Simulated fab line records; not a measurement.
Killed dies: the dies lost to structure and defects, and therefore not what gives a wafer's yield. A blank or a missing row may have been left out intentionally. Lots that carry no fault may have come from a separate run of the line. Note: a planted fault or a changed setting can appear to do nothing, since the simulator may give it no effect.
Chamber matching + flow n5_finfet + 3 sister chambers for N5_BEOL_M4_DEP_57 on pecvd-04
The step deposits SiCN from 3MS/NH3, target thk 8 nm, time 14 s. 22 wafers are shown with their chamber, then 11 later ones without.

## EACH WAFER AND ITS CHAMBER
| wafer  | chamber | showerhead_plenum_p_Torr (Torr) | throttle_valve_pct (%) | chamber_pressure_Torr (Torr) |
|--------|---------|---------------------------------|------------------------|------------------------------|
| L075.1 | 1       | 3.662                           | 8.9                    | 3.004                        |
| L075.2 | 2       | 3.618                           | 8.8                    | 3.007                        |
| L075.3 | 0       | 3.673                           | 8.6                    | 2.994                        |
| L076.1 | 2       | 3.629                           | 8.7                    | 2.994                        |
| L076.2 | 1       | 3.667                           | 8.8                    | 3.003                        |
| L076.4 | 0       | 3.667                           | 8.8                    | 3.012                        |
| L077.2 | 0       | 3.675                           | 8.6                    | 3.004                        |
| L077.3 | 1       | 3.671                           | 9.0                    | 2.994                        |
| L077.5 | 2       | 3.629                           | 8.5                    | 3.008                        |
| L078.2 | 2       | 3.623                           | 8.9                    | 3.001                        |
| L078.3 | 1       | 3.673                           | 8.9                    | 2.998                        |
| L078.6 | 2       | 3.624                           | 8.8                    | 3.003                        |
| L079.1 | 0       | 3.672                           | 8.7                    | 2.997                        |
| L079.4 | 2       | 3.623                           | 8.4                    | 2.999                        |
| L079.6 | 1       | 3.675                           | 8.5                    | 2.999                        |
| L084.1 | 2       | 3.632                           | 9.0                    | 2.999                        |
| L084.2 | 1       | 3.672                           | 8.9                    | 2.999                        |
| L084.6 | 1       | 3.669                           | 9.0                    | 2.994                        |
| L085.1 | 0       | 3.668                           | 8.6                    | 3.005                        |
| L085.5 | 0       | 3.670                           | 8.6                    | 3.008                        |
| L085.6 | 1       | 3.662                           | 8.7                    | 3.004                        |
| L086.1 | 0       | 3.673                           | 8.6                    | 2.993                        |

SIGNATURES (averages over the wafers above)
| reading                  | chamber 0 | chamber 1 | chamber 2 | scatter within a chamber |
|--------------------------|-----------|-----------|-----------|--------------------------|
| showerhead_plenum_p_Torr | 3.67114   | 3.66887   | 3.62543   | 0.00433                  |
| throttle_valve_pct       | 8.643     | 8.838     | 8.729     | 0.164                    |
| chamber_pressure_Torr    | 3.00186   | 2.99938   | 3.00157   | 0.00552                  |
Rule: for a wafer and a chamber, the distance is found by dividing, reading by reading, the gap between the wafer's reading and the chamber's mean by the reading's scatter, squaring, summing and taking the root. If the next closest chamber is less than 2 further off than the closest, the wafer can't be placed; otherwise it belongs to the closest. How the scatter is found: for the shown wafers, subtract from each reading the mean of its chamber, square and add these, divide the total by (wafers less chambers), then take the root.

## WAFERS WHOSE CHAMBER IS MISSING
| wafer  | showerhead_plenum_p_Torr (Torr) | throttle_valve_pct (%) | chamber_pressure_Torr (Torr) |
|--------|---------------------------------|------------------------|------------------------------|
| L086.2 | 3.634                           | 8.8                    | 3.005                        |
| L086.4 | 3.660                           | 8.8                    | 2.991                        |
| L087.1 | 3.667                           | 9.0                    | 2.985                        |
| L087.5 | 3.660                           | 8.7                    | 3.002                        |
| L087.6 | 3.622                           | 8.7                    | 3.002                        |
| L088.1 | 3.627                           | 9.1                    | 2.997                        |
| L088.4 | 3.663                           | 8.9                    | 3.003                        |
| L088.5 | 3.676                           | 8.8                    | 3.002                        |
| L097.1 | 3.636                           | 8.8                    | 2.990                        |
| L097.2 | 3.677                           | 8.7                    | 3.001                        |
| L097.3 | 3.665                           | 8.9                    | 3.005                        |

## CHAMBER TAKEN BY EACH
| wafer  | from the rows above     | in truth |
|--------|-------------------------|----------|
| L086.2 | 2                       | 2        |
| L086.4 | can't be placed: 1 or 0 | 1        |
| L087.1 | can't be placed: 1 or 0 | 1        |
| L087.5 | can't be placed: 1 or 0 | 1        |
| L087.6 | 2                       | 2        |
| L088.1 | 2                       | 2        |
| L088.4 | can't be placed: 1 or 0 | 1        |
| L088.5 | can't be placed: 0 or 1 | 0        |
| L097.1 | 2                       | 2        |
| L097.2 | can't be placed: 0 or 1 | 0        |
| L097.3 | can't be placed: 1 or 0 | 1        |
Correctly placed: 4 of 11. Not placeable from these rows: 7 (in 7, the candidates include the true chamber). Wrongly placed: 0.
